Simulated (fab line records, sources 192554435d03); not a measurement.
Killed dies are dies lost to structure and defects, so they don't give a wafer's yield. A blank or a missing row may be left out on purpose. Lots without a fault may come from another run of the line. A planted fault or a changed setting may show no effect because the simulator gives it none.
A struck lot beside a sound one | flow n5_finfet | 36 steps out of a route of 1938
Sound: wafers L397.4, L397.5, L397.6. Struck: wafers L386.3, L386.4, L386.5. The cause comes at the end.
At each step with rows: each side's tool, then ch and its chambers, then its first start. Under that, the readings that differ: sound wafers | struck wafers | difference of the means | sigmas: that difference in standard deviations of wafers without a fault.
alike: readings whose means differ by less than 2 such deviations, and words and numbers that are the same on both sides. not compared: withheld readings, readings that some wafer has no value for, bounds like >300 that may hide the same value, and numbers for which the record gives no deviation and whose values overlap.
The two part at a step that has a row with sigmas, a row that says differs or no value, or rows on one side only. Numbers that don't overlap but have no deviation are shown without sigmas and don't part them. A reading that every wafer of one side lacks parts them only if that side has two wafers or more.

first, 10 steps without rows for these wafers: N5_BEOL_M5_ILD_DEP_00 (deposits SiCOH lowk from DEMS/porogen, target thk 140.64 nm, time 25.9 s); N5_BEOL_M5_CURE_79 (cures SiCOH lowk, time 240 s); N5_BEOL_M5_PECVD_70 (deposits SiO2 from TEOS/O2, target thk 16 nm, time 18 s); N5_BEOL_M5_HM_DEP_02 (deposits TiN, target thk 20 nm); N5_BEOL_M5_COAT_59 (time 60 s, resist thk 60 nm); N5_BEOL_M5_COAT_60 (time 60 s, resist thk 12 nm); N5_BEOL_M5_COAT_71 (time 60 s, resist thk 5 nm); N5_BEOL_M5_COAT_05 (resist thk 30 nm); N5_BEOL_M5_EBR_07; N5_BEOL_M5_SOFTBAKE_06 (time 60 s).
N5_BEOL_M5_EXPOSE_08: exposes mask M5, target cd 28 nm.
  sound on euv_scanner-02 ch 0, day 14 23:24; struck on euv_scanner-01 ch 0, day 12 06:23
  reading              | sound             | struck            | difference | sigmas
  exposure_dose_mJ_cm2 | 35.66 35.74 35.65 | 37.22 37.26 37.22 | +1.55      | +37
  alike: mask
then, 2 steps without rows for these wafers: N5_BEOL_M5_PEB_09 (peb time 60 s); N5_BEOL_M5_DEVELOP_10 (develop time 30 s).
N5_BEOL_M5_CD_MEAS_11: target cd 27.74 nm.
  sound on cd_sem-02 ch 0, day 14 23:31; struck on cd_sem-03 ch 0, day 12 06:31
  reading    | sound             | struck            | difference | sigmas
  cd_nm (nm) | 28.53 27.97 28.23 | 29.16 28.79 29.09 | +0.77      | +3
N5_BEOL_M5_DESCUM_16: chemistry O2, time 7 s.
  sound on rie_diel-01 ch 0,2,3, day 14 23:49; struck on rie_diel-06 ch 1,3, day 12 06:42
  reading                  | sound      | struck     | difference | sigmas
  model.BEOL_M5.cd_nm (nm) | 28.2 28 28 | 28.8 29 29 | +0.9       |
  alike: drypump_motor_current_A, o2_flow_sccm, oes_product_au, rf_vpp_V, showerhead_plenum_p_Torr, throttle_valve_pct
  not compared: rf_hours_counter_h
then, 8 steps without rows for these wafers: N5_BEOL_M5_ETCH_72 (etches underlayer in N2/H2, target depth 6.5 nm, time 5.2 s); N5_BEOL_M5_ETCH_61 (etches SiARC in CF4, target depth 15.6 nm, time 26 s); N5_BEOL_M5_ETCH_62 (etches SOC in N2/H2, target depth 75 nm, overetch 15 nm, time 112.5 s); N5_BEOL_M5_STRIP_63 (strips in N2/H2); N5_BEOL_M5_STRIP_73 (strips in N2/H2); N5_BEOL_M5_STRIP_64 (strips in CF4); N5_BEOL_M5_HM_OPEN_17 (chemistry Cl2/BCl3, target TiN, target depth 20 nm, overetch 6 nm); N5_BEOL_M5_STRIP_19 (strips in O2).
N5_BEOL_M5_CD_MEAS_18: pitch 56 nm, target cd 28 nm.
  sound on cd_sem-02, day 15 00:23; struck on cd_sem-03, day 12 07:08
  reading    | sound             | struck            | difference | sigmas
  cd_nm (nm) | 28.08 27.62 28.17 | 28.31 29.45 29.04 | +0.98      | +3
then, 11 steps without rows for these wafers: N5_BEOL_M5_COAT_65 (time 60 s, resist thk 60 nm); N5_BEOL_M5_COAT_66 (time 60 s, resist thk 12 nm); N5_BEOL_M5_COAT_74 (time 60 s, resist thk 5 nm); N5_BEOL_M5_COAT_22 (resist thk 30 nm); N5_BEOL_M5_EBR_24; N5_BEOL_M5_SOFTBAKE_23 (time 60 s); N5_BEOL_M5_EXPOSE_25 (exposes mask V4, defocus 10 nm); N5_BEOL_M5_PEB_26 (peb time 60 s); N5_BEOL_M5_DEVELOP_27 (develop time 30 s); N5_BEOL_M5_DESCUM_33 (chemistry O2, time 7 s); N5_BEOL_M5_ETCH_75 (etches underlayer in N2/H2, target depth 6.5 nm, time 5.2 s).
N5_BEOL_M5_ETCH_41: etches SiCN in CH3F/O2, target depth 31.5 nm, time 56.7 s.
  sound on rie_diel-03 ch 1,2,3; struck on rie_diel-01 ch 1,2,3
  reading                  | sound      | struck     | difference | sigmas
  model.BEOL_M5.cd_nm (nm) | 28.2 28 28 | 28.6 29 29 | +0.8       |
  alike: drypump_motor_current_A, oes_product_au, rf_vpp_V, showerhead_plenum_p_Torr, throttle_valve_pct
  not compared: rf_hours_counter_h

WHERE THEY PART
First at N5_BEOL_M5_EXPOSE_08; last, within this record, at N5_BEOL_M5_CD_MEAS_18. Later steps at which nothing parts them and some readings are alike: N5_BEOL_M5_ETCH_41.

WHY: what the simulator had put in
Process parameter drift: euv_scanner-01, from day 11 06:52 on, at N5_BEOL_M5_EXPOSE_08. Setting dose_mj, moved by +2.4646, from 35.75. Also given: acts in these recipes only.
